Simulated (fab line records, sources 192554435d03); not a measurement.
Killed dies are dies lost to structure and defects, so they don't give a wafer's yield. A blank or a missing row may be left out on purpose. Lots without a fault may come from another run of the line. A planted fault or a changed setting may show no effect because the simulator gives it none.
Split-lot experiment | flow n5_finfet | 7 lots, 39 wafers read, on a route of 1938 steps

THE SPLIT
At N5_ZERO_LAYER_DEVELOP_10 (develop time 60 s), the setting develop_time_s was moved away from the recipe's 60 s on 18 of the 39 wafers read, by -49.9% to +50.9%. The other wafers ran this setting at the recipe's value.

FROM THE SPLIT TO THE READING: what the file shows between them, 1 step
- N5_ZERO_LAYER_HARDBAKE_23: time 120 s

THE READING
cd_nm, in nm, at N5_ZERO_LAYER_CD_MEAS_11 (target cd 2000 nm). Fault-free wafers of this fab line usually give 2000.8 nm, standard deviation 2.1 nm.

wafer  | tool, chamber at the split | develop_time_s as run, s | against the recipe | cd_nm, nm | against lot-mates on the recipe
L074.1 | litho_track-05, 0          | 60                       | recipe             | 2003.3    | -
L074.2 | litho_track-05, 0          | 69.47                    | +15.8%             | 2002.1    | +0.7
L074.3 | litho_track-05, 0          | 60                       | recipe             | 2000.4    | -
L074.4 | litho_track-05, 0          | 69.47                    | +15.8%             | 2004.6    | +3.2
L074.5 | litho_track-05, 0          | 69.47                    | +15.8%             | 2004.6    | +3.2
L074.6 | litho_track-05, 0          | 60                       | recipe             | 2000.5    | -
L077.1 | litho_track-05, 0          | 60                       | recipe             | 2002.1    | -
L077.2 | litho_track-05, 0          | 81.47                    | +35.8%             | 2008.5    | +7.2
L077.3 | litho_track-05, 0          | 81.47                    | +35.8%             | 2009.0    | +7.7
L077.4 | litho_track-05, 0          | 60                       | recipe             | 2001.7    | -
L077.5 | litho_track-05, 0          | 81.47                    | +35.8%             | 2010.7    | +9.4
L077.6 | litho_track-05, 0          | 60                       | recipe             | 2000.0    | -
L080.1 | litho_track-05, 0          | 30.03                    | -49.9%             | 1986.5    | -12.3
L080.2 | litho_track-05, 0          | 30.03                    | -49.9%             | 1984.0    | -14.8
L080.3 | litho_track-05, 0          | 60                       | recipe             | 1999.2    | -
L080.4 | litho_track-05, 0          | 60                       | recipe             | 1998.0    | -
L080.5 | litho_track-05, 0          | 60                       | recipe             | 1999.3    | -
L080.6 | litho_track-05, 0          | 30.03                    | -49.9%             | 1983.3    | -15.5
L081.1 | litho_track-04, 0          | 60                       | recipe             | 1998.3    | -
L081.2 | litho_track-04, 0          | 60                       | recipe             | 2000.0    | -
L081.3 | litho_track-04, 0          | 39.88                    | -33.5%             | 1990.7    | -8.6
L081.4 | litho_track-04, 0          | 39.88                    | -33.5%             | 1989.5    | -9.8
L081.5 | litho_track-04, 0          | 60                       | recipe             | 1999.7    | -
L081.6 | litho_track-04, 0          | 39.88                    | -33.5%             | 1990.4    | -8.9
L084.1 | litho_track-04, 0          | 79.32                    | +32.2%             | 2006.7    | +4.8
L084.2 | litho_track-04, 0          | 60                       | recipe             | 2000.6    | -
L084.3 | litho_track-04, 0          | 79.32                    | +32.2%             | 2005.8    | +3.9
L084.4 | litho_track-04, 0          | 60                       | recipe             | 2001.2    | -
L084.5 | litho_track-04, 0          | 79.32                    | +32.2%             | 2005.6    | +3.7
L084.6 | litho_track-04, 0          | 60                       | recipe             | 2003.9    | -
L088.1 | litho_track-02, 0          | 60                       | recipe             | 2000.3    | -
L088.2 | litho_track-02, 0          | 90.55                    | +50.9%             | 2008.7    | +7.9
L088.3 | litho_track-02, 0          | 60                       | recipe             | 2000.5    | -
L088.4 | litho_track-02, 0          | 90.55                    | +50.9%             | 2006.4    | +5.6
L088.5 | litho_track-02, 0          | 60                       | recipe             | 2001.5    | -
L088.6 | litho_track-02, 0          | 90.55                    | +50.9%             | 2008.4    | +7.6
L096.2 | litho_track-05, 0          | 60                       | recipe             | 1998.0    | -
L096.3 | litho_track-05, 0          | 60                       | recipe             | 1998.1    | -
L096.5 | litho_track-05, 0          | 60                       | recipe             | 1998.6    | -

THE FIT
A straight line over all 39 wafers: cd_nm changes by +0.242 nm for each +1% of develop_time_s; r = +0.95; the points scatter about the line by 2.1 nm.
The same after taking each lot's own level away (the mean of its wafers on the recipe; 39 wafers): +0.215 nm for each +1%; r = +0.95; scatter 1.8 nm.
On that fit, the largest move of develop_time_s shifts the reading by 11 nm.
The lots' own levels span 1998.23 to 2001.90 nm, that is 1.7 times the standard deviation above.
So the lot-to-lot level changes the slope: the two fits differ.
Check: with one of the wafers moved furthest among these (+50.9%) left out of the fit, the line predicts +10.2 nm for it against its lot-mates. It came out at +7.93 nm against them.

OTHER SPLITS ON THESE WAFERS
These wafers also went through other splits before the reading. Each is held against what the fit with the lots' levels taken away leaves over:
other split on the same wafers | wafers away from the commonest value | r with cd_nm (lot level and that fit taken away)
N5_ZERO_LAYER_PECVD_02 time_s  | 15                                   | +0.05

THE WHOLE CHAIN: every reading that the file lists as answering this split, in the file's order
step                     | what it does             | reading                                                           | change (the file's fit)               | r (the file's)
N5_ZERO_LAYER_CD_MEAS_11 | target cd 2000 nm        | cd_nm                                                             | +0.209 nm for each +1% of the setting | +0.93
N5_ZERO_LAYER_DESCUM_16  | chemistry O2, time 7.9 s | ZERO_LAYER.cd_nm (the simulator's own value, which no gauge read) | +0.209 nm for each +1% of the setting | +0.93

THE FILE'S OWN FIT
cd_nm changes by +0.209 nm for each +1% of develop_time_s, r = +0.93.
